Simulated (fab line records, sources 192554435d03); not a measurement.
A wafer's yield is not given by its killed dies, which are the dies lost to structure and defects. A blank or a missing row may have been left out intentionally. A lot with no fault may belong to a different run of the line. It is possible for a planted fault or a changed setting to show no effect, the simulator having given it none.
A lot that was struck, set against a sound lot	flow n5-finfet	19 out of 1938 route steps
Sound: these wafers, L721.1, L721.3, L721.5. Struck: wafer L726.5 (L726.1, L726.3, from the same lot, were not struck and are left out); the cause is given at the end.
At each step with rows: each side's tool, then ch and its chambers, then its first start. Under that, the readings that differ: sound wafers	struck wafers	difference of the means	sigmas: that difference in standard deviations of wafers without a fault.
alike: readings whose means differ by less than 2 such deviations, and words and numbers that are the same on both sides. not compared: withheld readings, readings that some wafer has no value for, bounds like >300 that may hide the same value, and numbers for which the record gives no deviation and whose values overlap.
Wherever a step has rows on one side only, a row that says differs or no value, or a row with sigmas, the two part there. Non-overlapping numbers with no deviation appear without sigmas and do not part them. A reading missing from all wafers of one side parts the sides only when that side holds two or more wafers.

N5_BEOL_M1_INSPECT_30: inspects for defects (brightfield).
  struck on defect-inspect-01, day 8 09:32; sound on defect-inspect-02, day 7 08:37
  alike: raw-defect-count
N5_BEOL_M1_DESCUM_33: chemistry O2, time 7 s.
  sound on rie-diel-04 ch 1,3, day 7 09:14; struck on rie-diel-05 ch 1, day 8 09:47
  alike: drypump-motor-current-A, oes-product-au, rf-vpp-V, showerhead-plenum-p-Torr, throttle-valve-pct
  not compared: rf-hours-counter-h
N5_BEOL_M1_ETCH_77: etches underlayer in N2/H2, target depth 6.5 nm, time 5.2 s.
  sound on rie-diel-04 ch 1,3, day 7 09:16; struck on rie-diel-05 ch 1, day 8 09:50
reading	sound	struck	difference	sigmas
etch-rf-on-time-s (s)	5.30 5.19 5.32	5.03	-0.24	-2
  alike: drypump-motor-current-A, oes-product-au, rf-vpp-V, showerhead-plenum-p-Torr, throttle-valve-pct
  not compared: rf-hours-counter-h
then, 1 step without rows for these wafers: N5_BEOL_M1_ETCH_69 (etches SiARC in CF4, target depth 15.6 nm, time 26 s).
N5_BEOL_M1_ALD_98: deposits SiO2, target thk 2.5 nm, pulse time 1 s, co reactant pulse time 1 s.
  sound on ald-sin-04 ch 0,1,2, day 7 09:22; struck on ald-sin-02 ch 0, day 8 09:56
  alike: heater-power-w, precursor-pulse-height-rel
then, 1 step without rows for these wafers: N5_BEOL_M1_ETCHBACK_99 (etches SiO2 in CHF3, target depth 5 nm, time 10.4 s).
N5_BEOL_M1_ETCH_70: etches SOC in N2/H2, target depth 80 nm, overetch 16 nm, time 120 s.
  sound on rie-diel-05 ch 0,1, day 7 10:27; struck on rie-diel-03 ch 2, day 8 13:07
  alike: drypump-motor-current-A, oes-product-au, rf-vpp-V, run-length-s, showerhead-plenum-p-Torr, throttle-valve-pct
  not compared: rf-hours-counter-h
then, 2 steps without rows for these wafers: N5_BEOL_M1_STRIP_71 (strips in N2/H2); N5_BEOL_M1_STRIP_78 (strips in N2/H2).
N5_BEOL_M1_VIA_ETCH_34: etches the open film in C4F6/O2, target depth 67.8 nm, time 64.4 s.
  sound on rie-diel-05 ch 0,1, day 7 10:33; struck on rie-diel-03 ch 2, day 8 13:13
  alike: drypump-motor-current-A, oes_f_703_au, oes-product-au, rf-vpp-V, run-length-s, showerhead-plenum-p-Torr, throttle-valve-pct
  not compared: rf-hours-counter-h
then, 2 steps without rows for these wafers: N5_BEOL_M1_STRIP_83 (strips in C4F6/O2); N5_BEOL_M1_STRIP_36 (strips in N2/H2).
N5_BEOL_M1_TRENCH_ETCH_37: etches SiOC in C4F6/O2, target depth 55.207 nm, time 29 s.
  sound on rie-diel-05 ch 0,1, day 7 10:39; struck on rie-diel-03 ch 2, day 8 13:19
reading	sound	struck	difference	sigmas
run-length-s (s)	52.6 52.5 52.7	50.9	-1.7	-4
model.BEOL_M1.feature-depth-nm (nm)	56.8 55.6 57.2	51.6	-4.9	
model.etch.depth-nm (nm)	56.85 55.63 57.28	51.68	-4.91	
  alike: drypump-motor-current-A, oes_f_703_au, oes-product-au, rf-vpp-V, showerhead-plenum-p-Torr, throttle-valve-pct
  not compared: rf-hours-counter-h
then, 2 steps without rows for these wafers: N5_BEOL_M1_ETCH_41 (etches SiCN in CH3F/O2, target depth 31.9 nm, time 57.8 s); N5_BEOL_M1_STRIP_97 (strips in N2/H2, time 10 s).
N5_BEOL_M1_OCD_MEAS_38:
  struck on ocd-01, day 8 13:28; sound on ocd-02, day 7 10:49
reading	sound	struck	difference	sigmas
trench-depth-nm (nm)	57.1 56.2 57.5	51.8	-5.1	-5
then, 1 step without rows for these wafers: N5_BEOL_M1_HM_STRIP_39 (strips TiN in peroxide tin strip, target depth 25 nm, time 158 s).
-- record jumps: 2 days separate the struck wafers' starts on either side; left off in module BEOL_M1, taken up again in module BEOL_M4, whose first shown step is the route's number 1111 --
N5_BEOL_M4_RC_MEAS_101:
  sound on prober-02 ch 0, day 9 01:40; struck on prober-01 ch 0, day 10 14:17
reading	sound	struck	difference	sigmas
IOFF_N (nA/um)	0.12 0.12 0.14	0.20	+0.07	+2
SS_P (mV/dec)	73.1 72.5 73.1	74.3	+1.4	+2
  alike: DIBL_N, DIBL_P, IOFF_P, ION_N, ION_P, SS_N, VT_N, VT_P
-- here the record skips 4 days between the struck wafers' starts before and after, leaving off in module BEOL_M4 and picking up in module PASSIVATION (first step shown: number 1936 of the route) --
N5_PASSIVATION_PROBE_49:
  rows exist in the record for the struck wafers here (prober-01, day 14 20:32), but not for the sound ones

## WHERE THEY PART
Earliest at N5_BEOL_M1_ETCH_77; latest, in this record, at N5_PASSIVATION_PROBE_49.

WHY: the cause the simulator had injected
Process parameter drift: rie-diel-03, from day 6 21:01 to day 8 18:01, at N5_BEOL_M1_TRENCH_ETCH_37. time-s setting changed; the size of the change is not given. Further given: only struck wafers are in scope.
